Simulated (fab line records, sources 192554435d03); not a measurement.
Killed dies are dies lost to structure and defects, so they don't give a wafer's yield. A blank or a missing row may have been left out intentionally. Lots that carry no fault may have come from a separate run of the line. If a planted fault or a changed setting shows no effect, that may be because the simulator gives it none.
fab line records | flow n5Finfet | part 1 of 2: steps 1 to 16 of 27
[record] lots = 5 | wafers = 15 | lastDay = 14
route steps=1938 shown BEOL_M3@965
lots untouched by any fault: they come from a run of this same line in which no faults occurred
startH: the number of hours between the record's first day and the start of the first shown wafer of the lot | waitH: time in hours since the lot's previous step | " unchanged from the row above | L1.1+2: a single row standing in for several wafers | - value missing, or start not given | * or withheld: withheld | < > ~ a bound
route shown NAME@n: names a module that has steps shown in the file, with the first one's number in the route | usual: mean/standard deviation taken from wafers without a fault | same: alike in all rows | chamber/n: place in a boat | sites: readings site by site | _std_site: standard deviation across them | _edge_site: the outer-site mean with the inner-site mean subtracted | radiusMm: for every site, how far away it sits from the centre of the wafer | mask NAME#n: copy n | behind: the tool/chamber that last shaped the wafer | hold: cause of the lot's hold/its duration in hours/its outcome | device: transistor that didn't switch, given as n, p or np | end of line: tests of these same wafers at the route's end | where a step has no rows: the recipe by itself | killed: count of dies lost to structure and defects at first sort (not the wafer's yield) | map: the dies of a wafer, with x for killed, . for not killed, _ for no die there
set.NAME: the run value of the setting; set.NAME@STEP: its run value at that earlier step | model.NAME: the simulator's own value behind a step, which no gauge read
lots at some steps of the route; a table a step, a row a wafer
services: the hour from which a tool's chamber was out of use, counted from the record's first day as startH (under 0 if before that day), plus the number of hours and why
[[steps]]
[step N5_BEOL_M3_DEVELOP_27]
[recipe] developTimeS = 30 | developer = TMAH | resist = CAR-EUV | rinseLiquid = surfactantRinse | dry = airSpin | devTempC = 23
lot.wafer  | tool          | chamber | startH | waitH
L074.1+4+6 | lithoTrack-05 | 0       | -      | -
L075.2+4+6 | lithoTrack-04 | 0       | -      | -
L078.3+5+6 | lithoTrack-02 | 0       | -      | -
L085.2+3+6 | lithoTrack-04 | 0       | -      | -
L086.1+3+5 | lithoTrack-04 | 0       | -      | -
[step N5_BEOL_M3_CD_MEAS_28]
[recipe] targetCdNm = 25.7 | landingEnergyEv = 500 | detector = seInlens | targetCdYNm = 23.3 | polarity = opening
[usual] cdNm = 25.70/0.25
lot.wafer | tool     | chamber | startH | waitH | cdNm
L074.1    | cdSem-01 | 0       | 144.47 | -     | 24.92
L074.4    | "        | 0       | "      | "     | 25.29
L074.6    | "        | 0       | "      | "     | 25.44
L075.2    | cdSem-01 | 0       | 156.97 | -     | 25.75
L075.4    | "        | 0       | "      | "     | 26.00
L075.6    | "        | 0       | "      | "     | 26.13
L078.3    | cdSem-01 | 0       | 158.88 | -     | 25.48
L078.5    | "        | 0       | "      | "     | 25.78
L078.6    | "        | 0       | "      | "     | 25.85
L085.2    | cdSem-03 | 0       | 207.05 | -     | 25.67
L085.3    | "        | 0       | "      | "     | 25.89
L085.6    | "        | 0       | "      | "     | 25.92
L086.1    | cdSem-01 | 0       | 218.46 | -     | 26.01
L086.3    | "        | 0       | "      | "     | 25.75
L086.5    | "        | 0       | "      | "     | 25.46
[step N5_BEOL_M3_OVL_MEAS_29]
[recipe] pointsPerWafer = 522
[usual] V2_OVL = -0.6/0.77
lot.wafer | tool       | chamber | startH | waitH | V2_OVL[nm]
L074.1    | overlay-01 | 0       | 144.50 | 0.0   | -1.6
L074.4    | "          | 0       | "      | "     | -0.8
L074.6    | "          | 0       | "      | "     | -0.8
L075.2    | overlay-02 | 0       | 157.01 | 0.0   | 0.7
L075.4    | "          | 0       | "      | "     | 1.0
L075.6    | "          | 0       | "      | "     | 1.0
L078.3    | overlay-02 | 0       | 158.92 | 0.0   | 0.1
L078.5    | "          | 0       | "      | "     | -0.2
L078.6    | "          | 0       | "      | "     | -0.5
L085.2    | overlay-02 | 0       | 207.09 | 0.0   | -1.5
L085.3    | "          | 0       | "      | "     | 0.2
L085.6    | "          | 0       | "      | "     | -0.5
L086.1    | overlay-02 | 0       | 218.49 | 0.0   | -0.4
L086.3    | "          | 0       | "      | "     | -1.4
L086.5    | "          | 0       | "      | "     | 0.0
[step N5_BEOL_M3_INSPECT_30]
[recipe] mode = adi | inspectInstrument = brightfield
[usual] rawDefectCount = 402/78
lot.wafer | tool             | chamber | startH | waitH | rawDefectCount
L074.1    | defectInspect-01 | -       | 144.57 | 0.1   | 416
L074.4    | "                | -       | "      | "     | 439
L074.6    | "                | -       | "      | "     | 378
L075.2    | defectInspect-02 | -       | 157.06 | 0.0   | 583
L075.4    | "                | -       | "      | "     | 434
L075.6    | "                | -       | "      | "     | 390
L078.3    | defectInspect-01 | -       | 158.97 | 0.0   | 481
L078.5    | "                | -       | "      | "     | 443
L078.6    | "                | -       | "      | "     | 459
L085.2    | defectInspect-01 | -       | 207.14 | 0.0   | 240
L085.3    | "                | -       | "      | "     | 650
L085.6    | "                | -       | "      | "     | 424
L086.1    | defectInspect-02 | -       | 218.54 | 0.1   | 456
L086.3    | "                | -       | "      | "     | 498
L086.5    | "                | -       | "      | "     | 320
[step N5_BEOL_M3_DESCUM_33]
[recipe] chemistry = O2 | timeS = 7 | sourcePowerW = 50 | biasPowerW = 20 | pressureMtorr = 20 | rfFrequencyHz = 2.712e+07 | tempC = 40 | resist = CAR-EUV | o2FlowSccm = 225
[usual] drypumpMotorCurrentA = 5.8/0.42 | oesProductAu = 0.76/0.068 | rfVppV = 243.2/1.3 | showerheadPlenumPTorr = 2.09/0.063 | throttleValvePct = 20.51/0.19
lot.wafer | tool       | chamber | startH | waitH | drypumpMotorCurrentA | oesProductAu | rfHoursCounterH | rfVppV | showerheadPlenumPTorr | throttleValvePct
L074.1    | rieDiel-04 | 1       | 144.61 | 0.0   | 5.2                  | 0.91         | 27              | 244.6  | 2.14                  | 20.43
L074.4    | "          | 2       | "      | "     | 6.2                  | 0.75         | 151             | 243.8  | 2.09                  | 20.63
L074.6    | "          | 2       | "      | "     | 6.2                  | 0.75         | -               | 245.2  | 2.09                  | 20.63
L075.2    | rieDiel-02 | 1       | 157.09 | 0.0   | 6.0                  | 0.78         | 105             | 241.4  | 2.03                  | 20.80
L075.4    | "          | 0       | "      | "     | 5.8                  | 0.74         | -               | 241.4  | 2.08                  | 20.61
L075.6    | "          | 2       | "      | "     | 6.2                  | 0.74         | -               | 243.6  | 2.18                  | 20.59
L078.3    | rieDiel-02 | 0       | 159.00 | 0.0   | 5.8                  | 0.74         | 199             | 241.6  | 2.08                  | 20.63
L078.5    | "          | 1       | "      | "     | 6.0                  | 0.79         | -               | 242.7  | 2.03                  | 20.79
L078.6    | "          | 2       | "      | "     | 6.3                  | 0.73         | -               | 246.1  | 2.18                  | 20.59
L085.2    | rieDiel-04 | 1       | 207.26 | 0.1   | 5.2                  | 0.88         | 48              | 245.9  | 2.13                  | 20.45
L085.3    | "          | 0       | "      | "     | 5.2                  | 0.71         | 202             | 242.4  | 1.98                  | 20.46
L085.6    | "          | 1       | "      | "     | 5.2                  | 0.88         | -               | 243.6  | 2.13                  | 20.45
L086.1    | rieDiel-04 | 0       | 218.58 | 0.0   | 5.2                  | 0.71         | 206             | 242.4  | 1.98                  | 20.45
L086.3    | "          | 1       | "      | "     | 5.2                  | 0.86         | 51              | 243.3  | 2.13                  | 20.46
L086.5    | "          | 1       | "      | "     | 5.2                  | 0.87         | -               | 243.8  | 2.13                  | 20.46
[step N5_BEOL_M3_ETCH_77]
[recipe] chemistry = N2/H2 | target = underlayer | targetDepthA = 65 | maskMaterial = CAR-EUV | timeS = 5.2 | ionEnergyEv = 200 | pressureMtorr = 30 | sourceW = 840 | biasW = 150 | n2FlowSccm = 200 | h2FlowSccm = 200 | ends = cleared
[usual] drypumpMotorCurrentA = 5.8/0.42 | etchRfOnTimeS = 5.22/0.099 | oesProductAu = 0.64/0.057 | rfVppV = 523.8/2.7 | showerheadPlenumPTorr = 2.53/0.078 | throttleValvePct = 17.89/0.22
lot.wafer | tool       | chamber | startH | waitH | drypumpMotorCurrentA | etchRfOnTimeS | oesProductAu | rfHoursCounterH | rfVppV | showerheadPlenumPTorr | throttleValvePct
L074.1    | rieDiel-04 | 1       | 144.64 | 0.0   | 5.2                  | 5.41          | 0.75         | 27              | 525.5  | 2.60                  | 17.78
L074.4    | "          | 2       | "      | "     | 6.2                  | 5.25          | 0.62         | 151             | 523.4  | 2.53                  | 17.98
L074.6    | "          | 2       | "      | "     | 6.2                  | 5.24          | 0.62         | -               | 526.3  | 2.53                  | 17.96
L075.2    | rieDiel-02 | 1       | 157.13 | 0.0   | 6.1                  | 5.10          | 0.68         | 105             | 520.2  | 2.46                  | 18.22
L075.4    | "          | 0       | "      | "     | 5.8                  | 5.21          | 0.63         | -               | 525.5  | 2.52                  | 18.04
L075.6    | "          | 2       | "      | "     | 6.3                  | 5.11          | 0.63         | -               | 525.1  | 2.64                  | 17.94
L078.3    | rieDiel-02 | 0       | 159.03 | 0.0   | 5.8                  | 5.32          | 0.63         | 199             | 525.3  | 2.52                  | 18.05
L078.5    | "          | 1       | "      | "     | 6.0                  | 5.17          | 0.66         | -               | 523.5  | 2.46                  | 18.19
L078.6    | "          | 2       | "      | "     | 6.3                  | 5.24          | 0.64         | -               | 527.2  | 2.64                  | 17.98
L085.2    | rieDiel-04 | 1       | 207.29 | 0.0   | 5.2                  | 5.40          | 0.71         | 48              | 525.5  | 2.59                  | 17.79
L085.3    | "          | 0       | "      | "     | 5.2                  | 5.33          | 0.60         | 202             | 521.1  | 2.42                  | 17.96
L085.6    | "          | 1       | "      | "     | 5.2                  | 5.45          | 0.70         | -               | 525.8  | 2.59                  | 17.82
L086.1    | rieDiel-04 | 0       | 218.61 | 0.0   | 5.2                  | 5.23          | 0.61         | 206             | 519.4  | 2.42                  | 17.95
L086.3    | "          | 1       | "      | "     | 5.2                  | 5.36          | 0.71         | 51              | 526.2  | 2.59                  | 17.79
L086.5    | "          | 1       | "      | "     | 5.2                  | 5.37          | 0.72         | -               | 525.3  | 2.59                  | 17.81
[step N5_BEOL_M3_ETCH_69]
[recipe] chemistry = CF4 | target = SiARC | targetDepthA = 156 | maskMaterial = CAR-EUV | timeS = 26 | ionEnergyEv = 80 | pressureMtorr = 40 | sourceW = 545 | biasW = 36 | Ar_flow_sccm = 100 | cf4FlowSccm = 100 | ends = cleared
[usual] cf4FlowSccm = 100.0/0.32 | drypumpMotorCurrentA = 5.8/0.42 | etchRfOnTimeS = 26.1/0.43 | oesProductAu = 0.64/0.057 | rfVppV = 184.0/1 | showerheadPlenumPTorr = 2.14/0.058 | throttleValvePct = 15.70/0.18
lot.wafer | tool       | chamber | startH | waitH | cf4FlowSccm | drypumpMotorCurrentA | etchRfOnTimeS | oesProductAu | rfHoursCounterH | rfVppV | showerheadPlenumPTorr | throttleValvePct
L074.1    | rieDiel-04 | 1       | 144.66 | 0.0   | 99.7        | 5.2                  | 26.7          | 0.76         | 27              | 184.2  | 2.19                  | 15.52
L074.4    | "          | 2       | "      | "     | 99.8        | 6.2                  | 26.0          | 0.63         | 151             | 183.3  | 2.14                  | 15.85
L074.6    | "          | 2       | "      | "     | 99.4        | 6.2                  | 26.2          | 0.64         | -               | 184.2  | 2.14                  | 15.83
L075.2    | rieDiel-02 | 1       | 157.14 | 0.0   | 100.0       | 6.0                  | 26.4          | 0.66         | 105             | 183.5  | 2.07                  | 15.86
L075.4    | "          | 0       | "      | "     | 100.2       | 5.8                  | 26.7          | 0.62         | -               | 184.0  | 2.12                  | 15.81
L075.6    | "          | 2       | "      | "     | 99.5        | 6.3                  | 25.9          | 0.63         | -               | 184.2  | 2.22                  | 15.73
L078.3    | rieDiel-02 | 0       | 159.05 | 0.0   | 100.2       | 5.8                  | 26.6          | 0.62         | 199             | 184.7  | 2.12                  | 15.79
L078.5    | "          | 1       | "      | "     | 100.1       | 6.0                  | 26.1          | 0.66         | -               | 182.8  | 2.07                  | 15.87
L078.6    | "          | 2       | "      | "     | 100.2       | 6.3                  | 26.0          | 0.62         | -               | 185.9  | 2.22                  | 15.73
L085.2    | rieDiel-04 | 1       | 207.31 | 0.0   | 99.8        | 5.2                  | 27.2          | 0.72         | 48              | 184.5  | 2.18                  | 15.59
L085.3    | "          | 0       | "      | "     | 100.0       | 5.2                  | 26.6          | 0.59         | 202             | 184.1  | 2.05                  | 15.80
L085.6    | "          | 1       | "      | "     | 99.9        | 5.2                  | 27.0          | 0.72         | -               | 184.4  | 2.18                  | 15.59
L086.1    | rieDiel-04 | 0       | 218.63 | 0.0   | 100.0       | 5.2                  | 26.4          | 0.60         | 206             | 181.6  | 2.05                  | 15.80
L086.3    | "          | 1       | "      | "     | 99.7        | 5.2                  | 26.7          | 0.72         | 51              | 183.5  | 2.18                  | 15.59
L086.5    | "          | 1       | "      | "     | 100.1       | 5.2                  | 26.6          | 0.72         | -               | 184.9  | 2.18                  | 15.59
[step N5_BEOL_M3_ALD_98]
[recipe] material = SiO2 | targetThkA = 25 | tempC = 100 | aldPrecursorFamily = BDEAS | aldCoReactant = O2-plasma | pulseTimeS = 1 | coReactantPulseTimeS = 1 | purgeTimeS = 2 | coReactantPurgeTimeS = 2 | aldCycles = 17 | pressureTorr = 2
[usual] heaterPowerW = 81/10 | precursorPulseHeightRel = 1.000/0.019
lot.wafer | tool      | chamber | startH | waitH | heaterPowerW | precursorPulseHeightRel
L074.1    | aldSin-04 | 3       | 144.75 | 0.1   | 100          | 0.985
L074.4    | "         | 2       | "      | "     | 87           | 0.994
L074.6    | "         | 1       | "      | "     | 76           | 0.970
L075.2    | aldSin-04 | 0       | 157.70 | 0.5   | 69           | 0.995
L075.4    | "         | 3       | "      | "     | 101          | 1.031
L075.6    | "         | 2       | "      | "     | 86           | 0.985
L078.3    | aldSin-01 | 1       | 159.56 | 0.5   | 83           | 0.972
L078.5    | "         | 1       | "      | "     | 85           | 1.015
L078.6    | "         | 0       | "      | "     | 72           | 0.963
L085.2    | aldSin-01 | 0       | 207.53 | 0.2   | 74           | 0.976
L085.3    | "         | 1       | "      | "     | 78           | 0.962
L085.6    | "         | 3       | "      | "     | 74           | 0.982
L086.1    | aldSin-04 | 0       | 218.71 | 0.1   | 67           | 1.041
L086.3    | "         | 1       | "      | "     | 75           | 0.994
L086.5    | "         | 2       | "      | "     | 86           | 1.011
[step N5_BEOL_M3_ETCHBACK_99]
[recipe] chemistry = CHF3 | target = SiO2 | targetDepthA = 50 | timeS = 10.4 | sourceW = 215 | biasW = 47 | Ar_flow_sccm = 200 | CHF3_flow_sccm = 12 | ionEnergyEv = 100 | pressureMtorr = 30
[usual] drypumpMotorCurrentA = 5.9/0.38 | oesProductAu = 0.75/0.07 | rfVppV = 240/3.5 | showerheadPlenumPTorr = 2.15/0.059 | throttleValvePct = 17.14/0.19
lot.wafer | tool       | chamber | startH | waitH | drypumpMotorCurrentA | oesProductAu | rfHoursCounterH | rfVppV | showerheadPlenumPTorr | throttleValvePct
L074.1    | rieDiel-05 | 3       | 144.91 | 0.1   | 6.1                  | 0.80         | 87              | 239    | 2.09                  | 17.04
L074.4    | "          | 3       | "      | "     | 6.1                  | 0.80         | -               | 238    | 2.09                  | 17.03
L074.6    | "          | 0       | "      | "     | 6.1                  | 0.85         | -               | 242    | 2.18                  | 17.09
L075.2    | rieDiel-05 | 3       | 163.25 | 5.5   | 6.1                  | 0.80         | 93              | 239    | 2.09                  | 17.06
L075.4    | "          | 2       | "      | "     | 5.3                  | 0.72         | 183             | 235    | 2.23                  | 16.97
L075.6    | "          | 0       | "      | "     | 6.1                  | 0.84         | -               | 243    | 2.17                  | 17.11
L078.3    | rieDiel-02 | 2       | 167.35 | 7.7   | 6.3                  | 0.73         | 167             | 241    | 2.23                  | 17.14
L078.5    | "          | 2       | "      | "     | 6.3                  | 0.72         | -               | 242    | 2.23                  | 17.15
L078.6    | "          | 3       | "      | "     | 5.8                  | 0.71         | -               | 239    | 2.14                  | 16.96
L085.2    | rieDiel-04 | 3       | 211.87 | 4.3   | 5.3                  | 1.01         | 0               | 243    | 2.13                  | 16.49
L085.3    | "          | 1       | "      | "     | 5.2                  | 0.84         | 49              | 246    | 2.20                  | 17.12
L085.6    | "          | 2       | "      | "     | 6.2                  | 0.73         | -               | 238    | 2.16                  | 17.41
L086.1    | rieDiel-05 | 3       | 218.93 | 0.2   | 6.1                  | 0.78         | 110             | 238    | 2.08                  | 17.07
L086.3    | "          | 2       | "      | "     | 5.3                  | 0.71         | 198             | 234    | 2.22                  | 17.00
L086.5    | "          | 1       | "      | "     | 6.3                  | 0.67         | -               | 233    | 2.22                  | 17.08
[step N5_BEOL_M3_ETCH_70]
[recipe] chemistry = N2/H2 | target = SOC | targetDepthA = 800 | overetchA = 160 | maskMaterial = SiARC | tempC = 40 | timeS = 120 | ionEnergyEv = 200 | pressureMtorr = 30 | sourceW = 840 | biasW = 150 | n2FlowSccm = 200 | h2FlowSccm = 200
[usual] drypumpMotorCurrentA = 5.9/0.38 | oesProductAu = 0.58/0.05 | rfVppV = 523.9/2.2 | showerheadPlenumPTorr = 2.54/0.08 | throttleValvePct = 17.85/0.23
lot.wafer | tool       | chamber | startH | waitH | drypumpMotorCurrentA | oesProductAu | rfHoursCounterH | rfVppV | showerheadPlenumPTorr | throttleValvePct
L074.1    | rieDiel-05 | 3       | 144.95 | 0.0   | 6.1                  | 0.61         | 87              | 521.9  | 2.44                  | 17.53
L074.4    | "          | 3       | "      | "     | 6.1                  | 0.61         | -               | 520.4  | 2.44                  | 17.52
L074.6    | "          | 0       | "      | "     | 6.1                  | 0.65         | -               | 525.1  | 2.57                  | 17.87
L075.2    | rieDiel-05 | 3       | 163.29 | 0.0   | 6.1                  | 0.61         | 93              | 521.3  | 2.44                  | 17.54
L075.4    | "          | 2       | "      | "     | 5.3                  | 0.56         | 183             | 527.5  | 2.65                  | 17.76
L075.6    | "          | 0       | "      | "     | 6.1                  | 0.63         | -               | 523.8  | 2.57                  | 17.89
L078.3    | rieDiel-02 | 2       | 167.38 | 0.0   | 6.3                  | 0.56         | 167             | 527.0  | 2.64                  | 17.92
L078.5    | "          | 2       | "      | "     | 6.3                  | 0.56         | -               | 527.0  | 2.64                  | 17.94
L078.6    | "          | 3       | "      | "     | 5.8                  | 0.55         | -               | 524.6  | 2.51                  | 17.73
L085.2    | rieDiel-04 | 3       | 211.91 | 0.0   | 5.3                  | 0.78         | 0               | 523.0  | 2.49                  | 17.08
L085.3    | "          | 1       | "      | "     | 5.2                  | 0.66         | 49              | 524.7  | 2.59                  | 17.77
L085.6    | "          | 2       | "      | "     | 6.2                  | 0.55         | -               | 524.8  | 2.53                  | 17.98
L086.1    | rieDiel-05 | 3       | 218.97 | 0.0   | 6.1                  | 0.60         | 110             | 522.6  | 2.43                  | 17.57
L086.3    | "          | 2       | "      | "     | 5.3                  | 0.55         | 198             | 526.1  | 2.65                  | 17.78
L086.5    | "          | 1       | "      | "     | 6.3                  | 0.52         | -               | 525.3  | 2.62                  | 17.86
[step N5_BEOL_M3_STRIP_71]
[recipe] chemistry = N2/H2 | tempC = 40 | n2FlowSccm = 200 | h2FlowSccm = 200 | rfFrequencyHz = 6e+07
lot.wafer  | tool       | chamber | startH | waitH
L074.1+4+6 | rieDiel-05 | 3,3,0   | 145.03 | 0.0
L075.2+4+6 | rieDiel-05 | 3,2,0   | 163.37 | 0.0
L078.3+5+6 | rieDiel-02 | 2,2,3   | 167.46 | 0.0
L085.2+3+6 | rieDiel-04 | 3,1,2   | 211.99 | 0.0
L086.1+3+5 | rieDiel-05 | 3,2,1   | 219.05 | 0.0
[step N5_BEOL_M3_STRIP_78]
[recipe] chemistry = N2/H2 | tempC = 40 | n2FlowSccm = 200 | h2FlowSccm = 200 | rfFrequencyHz = 6e+07
lot.wafer  | tool       | chamber | startH | waitH
L074.1+4+6 | rieDiel-05 | 3,3,0   | 145.04 | 0.0
L075.2+4+6 | rieDiel-05 | 3,2,0   | 163.38 | 0.0
L078.3+5+6 | rieDiel-02 | 2,2,3   | 167.47 | 0.0
L085.2+3+6 | rieDiel-04 | 3,1,2   | 212.00 | 0.0
L086.1+3+5 | rieDiel-05 | 3,2,1   | 219.06 | 0.0
[step N5_BEOL_M3_VIA_ETCH_34]
[recipe] chemistry = C4F6/O2 | targetDepthA = 694 | maskMaterial = SOC | pressureMtorr = 15 | ionEnergyEv = 250 | taperDeg = 4 | timeS = 65.9 | sourceW = 350 | biasW = 170 | Ar_flow_sccm = 300 | C4F6_flow_sccm = 10 | O2_flow_sccm = 10
[usual] C4F6_flow_sccm = 10.00/0.03 | drypumpMotorCurrentA = 5.9/0.38 | oesProductAu = 0.75/0.07 | rfVppV = 662/9 | showerheadPlenumPTorr = 2.84/0.075 | throttleValvePct = 30.76/0.24
lot.wafer | tool       | chamber | startH | waitH | C4F6_flow_sccm | drypumpMotorCurrentA | oesProductAu | rfHoursCounterH | rfVppV | showerheadPlenumPTorr | throttleValvePct
L074.1    | rieDiel-05 | 3       | 145.05 | 0.0   | 10.06          | 6.1                  | 0.79         | 87              | 658    | 2.76                  | 30.64
L074.4    | "          | 3       | "      | "     | 10.02          | 6.1                  | 0.80         | -               | 658    | 2.76                  | 30.62
L074.6    | "          | 0       | "      | "     | 10.00          | 6.1                  | 0.84         | -               | 668    | 2.87                  | 30.82
L075.2    | rieDiel-05 | 3       | 163.39 | 0.0   | 9.99           | 6.1                  | 0.80         | 94              | 658    | 2.76                  | 30.64
L075.4    | "          | 2       | "      | "     | 10.02          | 5.3                  | 0.72         | 183             | 651    | 2.94                  | 30.41
L075.6    | "          | 0       | "      | "     | 10.01          | 6.1                  | 0.85         | -               | 668    | 2.87                  | 30.81
L078.3    | rieDiel-02 | 2       | 167.48 | 0.0   | 10.00          | 6.3                  | 0.72         | 167             | 667    | 2.94                  | 30.75
L078.5    | "          | 2       | "      | "     | 10.06          | 6.3                  | 0.73         | -               | 667    | 2.94                  | 30.78
L078.6    | "          | 3       | "      | "     | 9.97           | 5.8                  | 0.72         | -               | 659    | 2.82                  | 30.59
L085.2    | rieDiel-04 | 3       | 212.01 | 0.0   | 9.98           | 5.3                  | 1.01         | 0               | 674    | 2.81                  | 30.23
L085.3    | "          | 1       | "      | "     | 9.93           | 5.2                  | 0.85         | 49              | 676    | 2.90                  | 30.91
L085.6    | "          | 2       | "      | "     | 10.01          | 6.2                  | 0.73         | -               | 662    | 2.85                  | 31.05
L086.1    | rieDiel-05 | 3       | 219.07 | 0.0   | 10.02          | 6.1                  | 0.78         | 110             | 658    | 2.75                  | 30.66
L086.3    | "          | 2       | "      | "     | 9.98           | 5.3                  | 0.70         | 198             | 652    | 2.93                  | 30.42
L086.5    | "          | 1       | "      | "     | 9.97           | 6.3                  | 0.67         | -               | 645    | 2.92                  | 30.75
[step N5_BEOL_M3_STRIP_83]
[recipe] chemistry = C4F6/O2 | resist = SiARC | rfFrequencyHz = 6e+07
lot.wafer  | tool       | chamber | startH | waitH
L074.1+4+6 | rieDiel-05 | 3,3,0   | 145.10 | 0.0
L075.2+4+6 | rieDiel-05 | 3,2,0   | 163.44 | 0.0
L078.3+5+6 | rieDiel-02 | 2,2,3   | 167.53 | 0.0
L085.2+3+6 | rieDiel-04 | 3,1,2   | 212.06 | 0.0
L086.1+3+5 | rieDiel-05 | 3,2,1   | 219.12 | 0.0
[step N5_BEOL_M3_STRIP_36]
[recipe] chemistry = N2/H2 | powerW = 450 | tempC = 40 | pressureMtorr = 20 | rfFrequencyHz = 6e+07 | overashFraction = 0.3 | biasPowerW = 7 | h2Frac = 0.5 | n2FlowSccm = 200 | h2FlowSccm = 200
[usual] drypumpMotorCurrentA = 5.9/0.38 | oesProductAu = 0.75/0.067 | rfVppV = 59.0/1.4 | showerheadPlenumPTorr = 2.54/0.08 | throttleValvePct = 23.6/0.31
lot.wafer | tool       | chamber | startH | waitH | drypumpMotorCurrentA | oesProductAu | rfHoursCounterH | rfVppV | showerheadPlenumPTorr | throttleValvePct
L074.1    | rieDiel-05 | 3       | 145.11 | 0.0   | 6.1                  | 0.78         | 87              | 58.9   | 2.44                  | 23.1
L074.4    | "          | 3       | "      | "     | 6.1                  | 0.79         | -               | 59.7   | 2.44                  | 23.1
L074.6    | "          | 0       | "      | "     | 6.1                  | 0.84         | -               | 59.2   | 2.57                  | 23.8
L075.2    | rieDiel-05 | 3       | 163.45 | 0.0   | 6.1                  | 0.78         | 94              | 58.4   | 2.44                  | 23.1
L075.4    | "          | 2       | "      | "     | 5.3                  | 0.72         | 183             | 57.9   | 2.65                  | 23.5
L075.6    | "          | 0       | "      | "     | 6.1                  | 0.83         | -               | 60.0   | 2.56                  | 23.8
L078.3    | rieDiel-02 | 2       | 167.54 | 0.0   | 6.3                  | 0.73         | 167             | 57.6   | 2.63                  | 23.7
L078.5    | "          | 2       | "      | "     | 6.3                  | 0.73         | -               | 59.0   | 2.64                  | 23.8
L078.6    | "          | 3       | "      | "     | 5.9                  | 0.72         | -               | 56.8   | 2.51                  | 23.6
L085.2    | rieDiel-04 | 3       | 212.07 | 0.0   | 5.3                  | 1.01         | 0               | 56.8   | 2.49                  | 22.8
L085.3    | "          | 1       | "      | "     | 5.3                  | 0.88         | 49              | 55.6   | 2.58                  | 23.6
L085.6    | "          | 2       | "      | "     | 6.2                  | 0.73         | -               | 59.8   | 2.52                  | 23.6
L086.1    | rieDiel-05 | 3       | 219.13 | 0.0   | 6.1                  | 0.77         | 110             | 61.7   | 2.43                  | 23.2
L086.3    | "          | 2       | "      | "     | 5.3                  | 0.70         | 198             | 60.0   | 2.64                  | 23.5
L086.5    | "          | 1       | "      | "     | 6.3                  | 0.66         | -               | 59.7   | 2.62                  | 23.7
[step N5_BEOL_M3_TRENCH_ETCH_37]
[recipe] chemistry = C4F6/O2 | targetDepthA = 555.55 | target = SiOC | timeS = 29.2 | ionEnergyEv = 250 | pressureMtorr = 30 | sourceW = 355 | biasW = 185 | Ar_flow_sccm = 300 | C4F6_flow_sccm = 10 | O2_flow_sccm = 10
[usual] C4F6_flow_sccm = 10.00/0.03 | drypumpMotorCurrentA = 5.9/0.38 | oesProductAu = 0.75/0.07 | rfVppV = 662/9.2 | showerheadPlenumPTorr = 2.85/0.075 | throttleValvePct = 20.91/0.2
lot.wafer | tool       | chamber | startH | waitH | C4F6_flow_sccm | drypumpMotorCurrentA | oesProductAu | rfHoursCounterH | rfVppV | showerheadPlenumPTorr | throttleValvePct
L074.1    | rieDiel-05 | 3       | -      | -     | 9.97           | 6.1                  | 0.80         | 87              | 659    | 2.77                  | 20.80
L074.4    | "          | 3       | "      | "     | 10.03          | 6.1                  | 0.81         | -               | 658    | 2.77                  | 20.81
L074.6    | "          | 0       | "      | "     | 10.00          | 6.1                  | 0.84         | -               | 668    | 2.88                  | 20.91
L075.2    | rieDiel-05 | 3       | -      | -     | 10.03          | 6.1                  | 0.80         | 94              | 658    | 2.76                  | 20.83
L075.4    | "          | 2       | "      | "     | 10.02          | 5.3                  | 0.71         | 183             | 652    | 2.95                  | 20.70
L075.6    | "          | 0       | "      | "     | 10.06          | 6.1                  | 0.84         | -               | 667    | 2.87                  | 20.94
L078.3    | rieDiel-02 | 2       | -      | -     | 10.00          | 6.3                  | 0.72         | 167             | 668    | 2.94                  | 20.92
L078.5    | "          | 2       | "      | "     | 9.99           | 6.3                  | 0.72         | -               | 667    | 2.94                  | 20.91
L078.6    | "          | 3       | "      | "     | 9.97           | 5.8                  | 0.72         | -               | 657    | 2.83                  | 20.73
L085.2    | rieDiel-04 | 3       | -      | -     | 10.05          | 5.3                  | 1.02         | 0               | 674    | 2.82                  | 20.31
L085.3    | "          | 1       | "      | "     | 10.03          | 5.2                  | 0.86         | 49              | 677    | 2.90                  | 20.93
L085.6    | "          | 2       | "      | "     | 10.03          | 6.2                  | 0.73         | -               | 659    | 2.85                  | 21.20
L086.1    | rieDiel-05 | 3       | -      | -     | 9.98           | 6.1                  | 0.78         | 110             | 656    | 2.76                  | 20.84
L086.3    | "          | 2       | "      | "     | 10.04          | 5.3                  | 0.70         | 198             | 649    | 2.94                  | 20.74
L086.5    | "          | 1       | "      | "     | 10.03          | 6.3                  | 0.67         | -               | 647    | 2.93                  | 20.84
